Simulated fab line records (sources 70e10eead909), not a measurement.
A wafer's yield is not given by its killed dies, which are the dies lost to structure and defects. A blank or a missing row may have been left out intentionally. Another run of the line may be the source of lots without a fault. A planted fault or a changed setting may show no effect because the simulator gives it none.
Code-filled problem report in 8D (eight disciplines) form + flow nand harc + the parts of the form that need people (team, actions taken, sign-off) are left out

1. THE PROBLEM
raw defect count at NHARC_P_M0_INSPECT_27 reads a mean of 2589 on 1 wafer of 1 lot; wafers without a fault read 298 with a standard deviation of 130. That is +18 standard deviations from the usual mean.
Seen first at day 8 05:26 on defect inspect-01, wafer L374.2. The record has a number at this step for 33 wafers belonging to 11 lots. Rule for "out", or "out of limits": more than 4 standard deviations from the usual mean. Any other wafer with a number is counted as sound.

2. WHAT THIS IS AND IS NOT
| question                    | is                | is not                                                                                       |
|-----------------------------|-------------------|----------------------------------------------------------------------------------------------|
| which readings at this step | raw defect count  | -                                                                                            |
| which lots                  | L374              | L365, L367, L368, L369, L371, L381, L382, L386, L387, L388                                   |
| which wafers of those lots  | L374.2            | L374.3, L374.4                                                                               |
| read on which gauges        | defect inspect-01 | defect inspect-02                                                                            |
| when                        | from day 8 05:26  | up to then (17 sound wafers); but 15 sound wafers of L381, L382, L386, L387, L388 came after |

3. SUSPECTS, AND WHAT RULES EACH OUT
Counting: if a tool at a process step up to the reading ran every lot that is out, it stays a suspect. Sound lots after the first of them don't rule it out here, since some wafers of a struck lot are sound.
- the gauge at NHARC_P_M0_INSPECT_27 is ruled out. All the wafers that are out were read on defect inspect-01, but those of them that NHARC_END_SORT_01 has rows for are out there too, on other tools.
- rie diel-09 at NHARC_P_M0_STRIP_18 (strips in N2/H2): kept. It ran the lot that is out, L374 (day 8 03:18); its last sound lot up to then is L371 (day 7 08:53).
- pvd sputter-03 at NHARC_P_M0_PVD_21 (deposits Cu, target thk 30 nm, time 20.49 s): kept. It ran the lot that is out, L374 (day 8 04:58); its last sound lot up to then is L367 (day 6 11:41). NHARC_P_M0_PVD_21 gives no start for some lots, so the hours and the order of its lots are those of NHARC_P_M0_CMP_23.
- cmp-01 at NHARC_P_M0_CMP_23 (polishes, t overpolish 20 s, target thk 117.53 nm): kept. It ran the lot that is out, L374 (day 8 04:58); its last sound lot up to then is L369 (day 6 18:44).
- Within rie diel-09 at NHARC_P_M0_STRIP_18: the wafers that are out ran in chamber 2; their sound lot-mates ran in chambers 1, 3.
- Within cmp-01 at NHARC_P_M0_CMP_23: the wafers that are out ran in chamber 1; their sound lot-mates ran in chambers 0, 2.
The count leaves rie diel-09 at NHARC_P_M0_STRIP_18, pvd sputter-03 at NHARC_P_M0_PVD_21, and cmp-01 at NHARC_P_M0_CMP_23.

4. THE CAUSE (what the simulator had put in)
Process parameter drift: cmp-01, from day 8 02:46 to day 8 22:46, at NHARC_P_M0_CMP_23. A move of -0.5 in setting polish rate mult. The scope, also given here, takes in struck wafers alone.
This tool is one of the 3 suspects left after counting.

5. THE CHAIN OF EFFECTS, in route order
One row per reading whose mean, taken over the struck wafers that have a number, lies over 3 standard deviations from the usual. Only readings for which the record gives a usual standard deviation are gone through. hours: the time from each lot's start at the first step in this table that gives one to its start at this step, as a median over the lots. sigmas: the change in usual standard deviations.
| hours | step                  | reading              | usual  | on struck wafers | change | sigmas      |
|-------|-----------------------|----------------------|--------|------------------|--------|-------------|
| 0     | NHARC_P_M0_CMP_23     | time to endpoint s   | 28.0 s | 37.7             | +9.7   | +3.7        |
| 0     | NHARC_P_M0_INSPECT_27 | raw defect count     | 298    | 2589             | +2291  | +18         |
| 317   | NHARC_END_SORT_01     | defect limited yield | 95.5 % | 0.0              | -95.5  | -53         |
| 317   | NHARC_END_SORT_01     | killed at periphery  | 3.0    | 645.0            | +642.0 | +99 or more |
| 317   | NHARC_END_SORT_01     | killed dies          | 31     | 677              | +646   | +54         |
| 317   | NHARC_END_SORT_01     | sort_bin_3_pct       | 0.25 % | 95.72            | +95.47 | +99 or more |
| 317   | NHARC_END_SORT_01     | sort n pass          | 646    | 0                | -646   | -54         |
| 317   | NHARC_END_SORT_01     | sort rim yield pct   | 95.7 % | 0.0              | -95.7  | -34         |
| 317   | NHARC_END_SORT_01     | sort yield pct       | 95.5 % | 0.0              | -95.5  | -53         |
Here are the process steps it includes:
- NHARC_P_M0_CMP_23: polishes, t overpolish 20 s, target thk 117.53 nm.

6. WHAT WOULD HAVE CAUGHT IT SOONER
Counted from the fault's start at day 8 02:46, it took 3 hours until the first out-of-limits reading at a measuring or inspecting step in this record, taken at day 8 05:26.
An alarm limit of 4 standard deviations would not have fired on the tool readings at NHARC_P_M0_CMP_23 for which the record gives a usual standard deviation, since none of them was out on any struck wafer.
By day 8 05:26 the whole set of lots that are out, 1 in number, had already begun NHARC_P_M0_CMP_23 on cmp-01. Tool hold at that time: it would have spared none of them.
